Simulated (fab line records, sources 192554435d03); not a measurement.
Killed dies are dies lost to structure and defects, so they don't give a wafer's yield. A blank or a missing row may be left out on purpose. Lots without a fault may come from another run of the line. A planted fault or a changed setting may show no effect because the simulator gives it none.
fab line records | flow n5_finfet
record lots=9 wafers=27 last_day=18
route steps=1938 shown BEOL_M0_SAQP@698 BEOL_M0@718 BEOL_M4@1111 PASSIVATION@1936
lots that met no fault: from a run of the same line without faults
start_h: hours from the record's first day to the start of the lot's first wafer shown | wait_h: hours since the lot's step before | " the same as in the row above | L1.1+2: a row that stands for several wafers | - no value, or no start given | * or withheld: withheld | < > ~ a bound
route shown NAME@n: a module of which the file shows steps, and the number in the route of the first | usual: mean/standard deviation of fault-free wafers | same: alike in all rows | chamber/n: place in a boat | sites: the reading at each site | _std_site: their standard deviation | _edge_site: outer sites' mean less inner sites' | radius_mm: how far each site lies from the wafer's centre | mask NAME#n: copy n | behind: the tool/chamber that last shaped the wafer | hold: why the lot was held/for how many hours/how that ended | device: the transistor (n, p or np) that didn't switch | end of line: the same wafers' tests at the end of the route | a step without rows: its recipe alone | killed: dies lost to structure and defects at the first sort, not the wafer's yield | map: a wafer's dies, x killed, . not, _ none there
set.NAME: the setting as run; set.NAME@STEP: as run at that earlier step | model.NAME: the simulator's own value behind a step, which no gauge read
steps of the route over a sample of lots; a table a step, a row a wafer
services: from which hour (start_h, from the record's first day; less than 0 if before it) a tool's chamber was out of use, for how many hours, and why
## steps
# step N5_BEOL_M0_SAQP_ALD_48
# recipe material=SiO2 target_thk_a=200 temp_c=100 ald_precursor_family=BDEAS ald_co_reactant=O2-plasma pulse_time_s=1 co_reactant_pulse_time_s=1 purge_time_s=2 co_reactant_purge_time_s=2 ald_cycles=139 pressure_torr=2
# usual ald_cycles=139/0 chamber_pressure_Torr=2.000/0.0042 co_reactant_pulse_time_s=1/0 heater_power_w=79/6.1 precursor_pulse_height_rel=1.000/0.019
# columns lot.wafer tool chamber start_h wait_h ald_cycles chamber_pressure_Torr co_reactant_pulse_time_s heater_power_w precursor_pulse_height_rel
L372.2 ald_sin-03 3 115.29 0.4 139 1.999 1 86 1.000
L372.4 " 0 " " 139 2.001 1 83 1.012
L372.6 " 0 " " 139 2.002 1 84 1.018
L374.1 ald_sin-03 2 131.23 0.0 139 2.002 1 70 0.984
L374.2 " 1 " " 139 1.994 1 84 0.967
L374.5 " 3 " " 139 2.000 1 86 1.005
L386.1 ald_sin-03 2 204.54 0.0 - - - - -
L386.5 " 3 " " - - - - -
L386.6 " 1 " " - - - - -
L387.1 ald_sin-04 2 210.16 0.0 - - - - -
L387.3 " 0 " " - - - - -
L387.4 " 3 " " - - - - -
L388.2 ald_sin-02 2 216.62 0.1 - - - - -
L388.5 " 0 " " - - - - -
L388.6 " 3 " " - - - - -
L391.1 ald_sin-02 2 230.80 0.0 139 1.999 1 70 0.992
L391.5 " 0 " " 139 2.003 1 71 1.010
L391.6 " 1 " " 139 1.999 1 81 0.998
L392.3 ald_sin-04 0 237.41 0.0 139 2.001 1 83 0.987
L392.4 " 2 " " 139 2.002 1 76 0.988
L392.6 " 3 " " 139 1.998 1 89 0.982
L393.1 ald_sin-04 3 251.53 0.0 139 2.005 1 86 0.971
L393.4 " 2 " " 139 2.000 1 76 0.990
L393.5 " 2 " " 139 2.003 1 74 0.990
L394.1 ald_sin-04 2 262.84 0.1 139 2.005 1 76 0.998
L394.3 " 0 " " 139 1.993 1 83 1.019
L394.5 " 2 " " 139 1.999 1 78 0.986
# step N5_BEOL_M0_SAQP_STRIP_75
# recipe chemistry=CF4 resist=SiARC power_w=300 bias_power_w=75 pressure_mtorr=50 cf4_flow_sccm=150 rf_frequency_hz=6e+07
# usual drypump_motor_current_A=5.8/0.48 oes_product_au=0.178/0.019 rf_vpp_V=270.4/1.5 showerhead_plenum_p_Torr=1.76/0.059 throttle_valve_pct=13.54/0.25
# columns lot.wafer tool chamber start_h wait_h drypump_motor_current_A oes_product_au rf_hours_counter_h rf_vpp_V showerhead_plenum_p_Torr throttle_valve_pct
L372.2 rie_diel-03 0 115.92 0.1 6.1 0.178 159 268.9 1.72 13.67
L372.4 " 1 " " 4.7 0.156 236 272.7 1.84 13.73
L372.6 " 2 " " 6.2 0.167 - 268.9 1.73 13.57
L374.1 rie_diel-03 0 131.86 0.1 6.1 0.175 164 269.7 1.71 13.70
L374.2 " 3 " " 6.2 0.192 92 271.1 1.74 13.50
L374.5 " 0 " " 6.0 0.175 - 270.4 1.71 13.69
L386.1 rie_diel-03 2 205.17 0.1 6.2 0.172 173 268.7 1.72 13.62
L386.5 " 3 " " 6.2 0.180 - 269.5 1.73 13.54
L386.6 " 0 " " 6.1 0.175 - 269.1 1.71 13.73
L387.1 rie_diel-04 2 210.78 0.1 5.7 0.217 3 270.3 1.78 13.38
L387.3 " 0 " " 5.6 0.158 213 272.0 1.78 13.95
L387.4 " 3 " " 5.8 0.169 224 272.2 1.77 13.85
L388.2 rie_diel-03 3 217.24 0.1 6.2 0.181 116 270.7 1.73 13.57
L388.5 " 2 " " 6.2 0.165 - 269.2 1.72 13.62
L388.6 " 3 " " 6.2 0.180 - 268.8 1.73 13.56
L391.1 rie_diel-02 3 231.43 0.1 6.3 0.215 13 272.8 1.84 13.05
L391.5 " 0 " " 5.7 0.175 - 270.5 1.79 13.82
L391.6 " 3 " " 6.3 0.212 - 272.1 1.84 13.04
L392.3 rie_diel-03 0 238.04 0.1 6.1 0.168 195 268.7 1.71 13.76
L392.4 " 2 " " 6.2 0.167 182 268.3 1.72 13.64
L392.6 " 1 " " 4.7 0.227 - 271.7 1.83 13.22
L393.1 rie_diel-02 1 252.16 0.1 5.7 0.171 158 266.7 1.66 13.28
L393.4 " 3 " " 6.3 0.210 18 270.7 1.83 13.07
L393.5 " 0 " " 5.7 0.169 - 271.7 1.79 13.82
L394.1 rie_diel-03 1 263.46 0.1 4.7 0.210 21 271.8 1.83 13.24
L394.3 " 2 " " 6.2 0.166 191 269.2 1.72 13.66
L394.5 " 2 " " 6.2 0.163 - 269.6 1.72 13.66
# step N5_BEOL_M0_STRIP_104
# recipe chemistry=N2/H2 power_w=450 temp_c=40 pressure_mtorr=20 rf_frequency_hz=6e+07 overash_fraction=0.3 bias_power_w=7 h2_frac=0.5 n2_flow_sccm=200 h2_flow_sccm=200
# usual drypump_motor_current_A=5.6/0.43 oes_product_au=0.79/0.085 rf_vpp_V=58.9/1.6 showerhead_plenum_p_Torr=2.54/0.089 temp_c=40.00/0.13 throttle_valve_pct=23.67/0.25
# columns lot.wafer tool chamber start_h wait_h drypump_motor_current_A oes_product_au rf_hours_counter_h rf_vpp_V showerhead_plenum_p_Torr temp_c throttle_valve_pct
L372.2 rie_diel-05 3 120.51 0.0 5.0 0.96 6 59.5 2.71 40.06 23.13
L372.4 " 3 " " 5.0 0.95 - 57.1 2.71 39.89 23.14
L372.6 " 3 " " 5.0 0.95 - 57.9 2.71 39.98 23.08
L374.1 rie_diel-05 2 134.39 0.0 5.7 0.89 52 57.9 2.47 40.01 23.78
L374.2 " 0 " " 5.5 0.89 23 58.6 2.48 39.79 23.36
L374.5 " 1 " " 6.1 0.98 - 58.8 2.59 40.01 23.36
L391.1 rie_diel-05 3 232.63 0.0 5.0 0.86 46 59.4 2.69 40.26 23.20
L391.5 " 3 " " 5.0 0.85 - 62.4 2.69 40.24 23.17
L391.6 " 2 " " 5.6 0.83 - 57.5 2.45 39.93 23.82
L392.3 rie_diel-01 2 239.51 0.0 5.2 0.76 136 60.9 2.44 39.86 23.73
L392.4 " 0 " " 6.2 0.68 247 58.6 2.51 40.01 24.10
L392.6 " 0 " " 6.2 0.68 - 55.8 2.51 40.09 24.09
L393.1 rie_diel-01 2 254.87 0.0 5.2 0.75 144 58.0 2.44 39.91 23.72
L393.4 " 1 " " 5.6 0.66 - 62.0 2.49 40.05 23.78
L393.5 " 2 " " 5.2 0.75 - 58.5 2.44 39.92 23.73
L394.1 rie_diel-06 2 265.65 0.0 5.8 0.68 240 57.0 2.50 40.00 23.76
L394.3 " 3 " " 5.7 0.93 10 59.0 2.59 40.06 23.59
L394.5 " 2 " " 5.8 0.69 - 57.1 2.50 40.11 23.79
# step N5_BEOL_M0_ETCH_128
# recipe chemistry=CF4/N2 target_depth_a=120 overetch_a=51 target=SiCN time_s=21.4 ion_energy_ev=150 pressure_mtorr=40 source_w=430 bias_w=70 Ar_flow_sccm=100 cf4_flow_sccm=60 n2_flow_sccm=60
# usual drypump_motor_current_A=5.6/0.44 oes_product_au=0.54/0.051 rf_vpp_V=382.3/1.9 showerhead_plenum_p_Torr=2.21/0.074 throttle_valve_pct=15.45/0.28
# columns lot.wafer tool chamber start_h wait_h drypump_motor_current_A oes_product_au rf_hours_counter_h rf_vpp_V showerhead_plenum_p_Torr throttle_valve_pct
L372.2 rie_diel-06 3 121.11 0.5 5.7 0.48 217 382.6 2.28 15.86
L372.4 " 0 " " 4.8 0.60 45 385.5 2.33 15.51
L372.6 " 0 " " 4.8 0.60 - 384.9 2.33 15.49
L374.1 rie_diel-01 0 134.63 0.1 6.2 0.49 211 382.9 2.19 15.84
L374.2 " 2 " " 5.3 0.54 101 380.4 2.14 15.22
L374.5 " 1 " " 5.6 0.49 - 382.2 2.19 15.59
L391.1 rie_diel-06 0 232.88 0.2 4.8 0.55 80 385.6 2.32 15.56
L391.5 " 1 " " 6.3 0.57 - 385.8 2.33 15.49
L391.6 " 2 " " 5.8 0.48 - 381.8 2.18 15.72
L392.3 rie_diel-05 1 239.64 0.0 6.1 0.59 39 384.2 2.24 15.12
L392.4 " 3 " " 5.0 0.58 48 386.0 2.33 15.29
L392.6 " 1 " " 6.1 0.60 - 382.8 2.24 15.12
L393.1 rie_diel-05 1 255.08 0.1 6.1 0.58 44 383.0 2.24 15.13
L393.4 " 0 " " 5.5 0.58 63 381.2 2.15 15.21
L393.5 " 3 " " 5.0 0.58 - 384.6 2.33 15.31
L394.1 rie_diel-01 0 265.77 0.0 6.2 0.67 0 381.6 2.18 15.41
L394.3 " 2 " " 5.3 0.52 148 380.8 2.12 15.31
L394.5 " 0 " " 6.2 0.68 - 382.3 2.18 15.41
# step N5_BEOL_M4_RC_MEAS_101
# usual DIBL_N=35.7/1.3 DIBL_P=35.4/1.8 IOFF_N=0.152/0.027 IOFF_P=0.20/0.034 ION_N=672/9.8 ION_P=461/7.5 SS_N=71.4/0.55 SS_P=73.1/0.61 VT_N=251/3.3 VT_P=-251/3.6
# columns lot.wafer tool chamber start_h wait_h DIBL_N[mV/V] DIBL_P[mV/V] IOFF_N[nA/um] IOFF_P[nA/um] ION_N[uA/um] ION_P[uA/um] SS_N[mV/dec] SS_P[mV/dec] VT_N[mV] VT_P[mV]
L372.2 prober-01 0 167.97 0.2 34.0 32.5 0.114 0.16 661 457 70.3 72.7 255 -255
L372.4 " 0 " " 35.2 34.1 0.133 0.18 670 464 70.6 73.5 253 -251
L372.6 " 0 " " 34.4 34.2 0.126 0.18 659 452 71.3 73.0 255 -250
L374.1 prober-02 0 181.19 0.0 34.3 36.0 0.149 0.18 676 457 70.9 72.8 252 -255
L374.2 " 0 " " 34.6 34.9 0.144 0.17 664 455 71.6 72.0 254 -253
L374.5 " 0 " " 33.5 35.0 0.146 0.17 670 459 70.7 73.0 251 -252
L391.1 prober-02 0 281.59 0.6 33.4 34.1 0.116 0.15 656 451 71.0 72.4 256 -258
L391.5 " 0 " " 33.5 33.9 0.108 0.15 649 445 70.8 72.5 258 -256
L391.6 " 0 " " 36.0 36.6 0.151 0.18 663 452 71.3 73.1 251 -257
L392.3 prober-02 0 286.21 0.3 35.3 35.0 0.137 0.18 679 464 70.7 72.9 254 -252
L392.4 " 0 " " 37.8 38.1 0.182 0.22 689 468 71.5 73.6 249 -249
L392.6 " 0 " " 35.5 35.2 0.137 0.18 678 466 71.0 73.5 250 -253
L393.1 prober-01 0 308.16 0.0 34.3 34.6 0.123 0.18 663 458 71.2 72.0 253 -252
L393.4 " 0 " " 36.4 36.6 0.150 0.20 673 464 71.5 73.5 250 -250
L393.5 " 0 " " 35.3 35.2 0.124 0.17 667 456 71.2 72.7 253 -251
L394.1 prober-02 0 318.48 0.0 34.8 33.5 0.121 0.19 674 459 70.5 73.0 254 -252
L394.3 " 0 " " 33.8 32.4 0.104 0.17 653 457 70.8 72.3 259 -253
L394.5 " 0 " " 35.4 34.7 0.132 0.20 668 467 71.3 73.0 252 -249
# step N5_PASSIVATION_PROBE_49
# usual defect_limited_yield=91.5/1.3 killed_at_M0_to_M3=33/11 killed_at_M4_up=14/5.3 killed_at_contacts=11/6.3 killed_at_front_end=38/10 killed_at_other=3.7/2.8 killed_dies=101/16 killed_on_rim=13/3.4 killed_open=67/12 killed_short=32/7.4 sort_bin_5_function=5.0/0.86 sort_bin_6_memory=3.2/0.69 sort_bin_8_speed=0.00/0.007 sort_n_pass=1079/16 sort_yield_pct=91.5/1.3
# same gross_dies=1180 killed_at_back_side=0 sort_bin_4_leakage[%]=0
# columns lot.wafer tool chamber start_h wait_h defect_limited_yield[%] killed_at_M0_to_M3 killed_at_M4_up killed_at_contacts killed_at_front_end killed_at_other killed_dies killed_on_rim killed_open killed_short sort_bin_5_function[%] sort_bin_6_memory[%] sort_bin_8_speed[%] sort_n_pass sort_yield_pct[%]
L386.1 prober-01 - 356.41 0.0 0 1165 5 3 6 1 1180 152 13 8 73.6 2.5 0 0 0
L386.5 prober-01 - 356.61 0.2 0 1166 4 0 10 0 1180 152 15 8 71.1 3.5 0 0 0
L386.6 prober-01 - 356.66 0.3 0 1167 4 0 9 0 1180 152 16 2 74.1 2.8 0 0 0
L387.1 prober-02 - 362.77 0.0 0 1169 0 0 10 1 1180 152 9 6 74.3 2.6 0 0 0
L387.3 prober-02 - 362.87 0.1 0 1162 5 2 11 0 1180 152 16 6 71.6 3.6 0 0 0
L387.4 prober-02 - 362.92 0.2 0 1168 2 0 8 2 1180 152 9 11 73.3 3.2 0 0 0
L388.2 prober-02 - 381.80 0.1 0 1165 2 0 11 2 1180 152 17 6 72.3 3.0 0 0 0
L388.5 prober-02 - 381.95 0.2 0 1171 3 2 4 0 1180 152 9 8 74.6 2.5 0 0 0
L388.6 prober-02 - 382.00 0.3 0 1167 1 5 7 0 1180 152 16 4 73.1 2.3 0 0 0
# killed by level:class
L386.1 BEOL_M0_SAQP:lost_pattern=1158 FIN_SAQP:geometric_particle:short=2 FIN_SAQP:geometric_particle:open=2 MOL_CONTACT_COAG:geometric_particle:open=2 BEOL_M2:geometric_particle:open=2 BEOL_M4:geometric_particle:short=2 ILD0:geometric_particle:open=1 GATE_CUT:geometric_particle:short=1
L386.5 BEOL_M0_SAQP:lost_pattern=1154 STI_FIN_REVEAL:geometric_particle:open=3 BEOL_M0_SAQP:geometric_particle:short=3 BEOL_M3:geometric_particle:open=3 BEOL_M0_SAQP:area_ald=3 GATE_CUT:geometric_particle:short=2 BEOL_M5:geometric_particle:open=2 FIN_SAQP:geometric_particle:open=1
L386.6 BEOL_M0_SAQP:lost_pattern=1156 BEOL_M0_SAQP:area_ald=6 FIN_SAQP:geometric_particle:open=3 BEOL_M4:geometric_particle:open=2 STI_FIN_REVEAL:geometric_particle:open=1 DUMMY_GATE:geometric_particle:open=1 GATE_CUT:geometric_particle:open=1 ILD0:geometric_particle:open=1
L387.1 BEOL_M0_SAQP:lost_pattern=1157 BEOL_M0_SAQP:area_ald=7 STI_FIN_REVEAL:geometric_particle:open=3 STI_FIN_REVEAL:geometric_particle:short=2 ILD0:geometric_particle:open=2 BEOL_M0_SAQP:geometric_particle:open=2 FIN_SAQP:geometric_particle:short=1 BEOL_M0_SAQP:geometric_particle:short=1
L387.3 BEOL_M0_SAQP:lost_pattern=1152 BEOL_M0_SAQP:area_ald=6 FIN_SAQP:geometric_particle:short=4 BEOL_M4:geometric_particle:open=4 STI_FIN_REVEAL:geometric_particle:open=3 MOL_CONTACT_COAG:geometric_particle:open=2 BEOL_M2:geometric_particle:open=2 FIN_SAQP:geometric_particle:open=1
L387.4 BEOL_M0_SAQP:lost_pattern=1155 BEOL_M0_SAQP:area_ald=5 STI_FIN_REVEAL:geometric_particle:open=3 FIN_SAQP:geometric_particle:short=2 BEOL_M0_SAQP:geometric_particle:short=2 BEOL_M3:geometric_particle:short=2 BEOL_M3:geometric_particle:open=2 MIM_TOP_ETCH:geometric_particle:short=2
L388.2 BEOL_M0_SAQP:lost_pattern=1154 SPACER0:geometric_particle:open=3 BEOL_M1:geometric_particle:open=3 BEOL_M0_SAQP:area_ald=3 FIN_SAQP:geometric_particle:open=2 BEOL_M3:geometric_particle:short=2 FIN_SAQP:geometric_particle:short=1 DUMMY_GATE:geometric_particle:open=1
L388.5 BEOL_M0_SAQP:lost_pattern=1155 BEOL_M0_SAQP:area_ald=8 BEOL_M3:geometric_particle:open=3 FIN_SAQP:geometric_particle:short=2 MOL_CONTACT_COAG:geometric_particle:short=2 BEOL_M1:geometric_particle:open=2 BEOL_M1:geometric_particle:short=2 BEOL_M4:geometric_particle:open=2
L388.6 BEOL_M0_SAQP:lost_pattern=1152 BEOL_M0_SAQP:area_ald=8 MOL_CONTACT_COAG:geometric_particle:open=5 FIN_SAQP:geometric_particle:open=2 BEOL_M2:geometric_particle:open=2 BEOL_M3:geometric_particle:open=2 FIN_SAQP:geometric_particle:short=1 FIN_CUT:geometric_particle:open=1
## services
# columns tool chamber start_h hours kind
rie_diel-05 1 106.24 - clean
rie_diel-05 1 106.24 - consumable_replace:focus_ring
rie_diel-05 1 106.24 21.1 scheduled_down
rie_diel-05 1 106.24 21.1 vent_cycle
rie_diel-02 1 128.59 14.5 repair
ald_sin-03 - 143.78 28.1 pm
rie_diel-06 0 149.96 9.6 repair
rie_diel-03 1 170.57 - clean
rie_diel-03 1 170.57 - consumable_replace:focus_ring
rie_diel-03 1 170.57 23.4 scheduled_down
rie_diel-03 1 170.57 23.4 vent_cycle
ald_sin-04 - 176.82 14.0 pm
ald_sin-04 0 176.82 14.0 vent_cycle
ald_sin-04 1 176.82 14.0 vent_cycle
rie_diel-06 - 186.01 2.8 pm
ald_sin-03 - 187.19 2.6 repair
rie_diel-06 2 193.07 5.0 repair
ald_sin-03 0 199.37 8.0 repair
ald_sin-03 1 244.08 2.7 repair
rie_diel-06 0 248.46 12.2 repair
rie_diel-04 2 250.08 2.5 repair
rie_diel-06 2 253.30 11.7 repair
ald_sin-04 2 253.48 2.3 repair
rie_diel-04 3 257.50 8.1 repair
## key
first_sign step=N5_BEOL_M0_SAQP_ALD_48 reading=tool_record direction=missing
effect step=N5_PASSIVATION_PROBE_49 reading=killed_at_M0_to_M3 direction=up sigmas=99+ usual=33 struck=1167
met_at N5_BEOL_M0_SAQP_ALD_48
struck_lots L386,L387,L388
later_rows_left_out L386.1,L386.5,L386.6,L387.1,L387.3,L387.4,L388.2,L388.5,L388.6
not_acting_at N5_BEOL_M0_SAQP_STRIP_75,N5_BEOL_M0_STRIP_104,N5_BEOL_M0_ETCH_128
onset_between 131.23 204.54
fault kind=skipped_step_whole tool=ald_sin-02,ald_sin-03,ald_sin-04 chamber=- onset_h=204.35 steps=N5_BEOL_M0_SAQP_ALD_48 scope=struck_lots_only
# later_rows_left_out: the simulator's readings of these wafers behind a module that went badly wrong aren't trusted and aren't shown, but for the sort
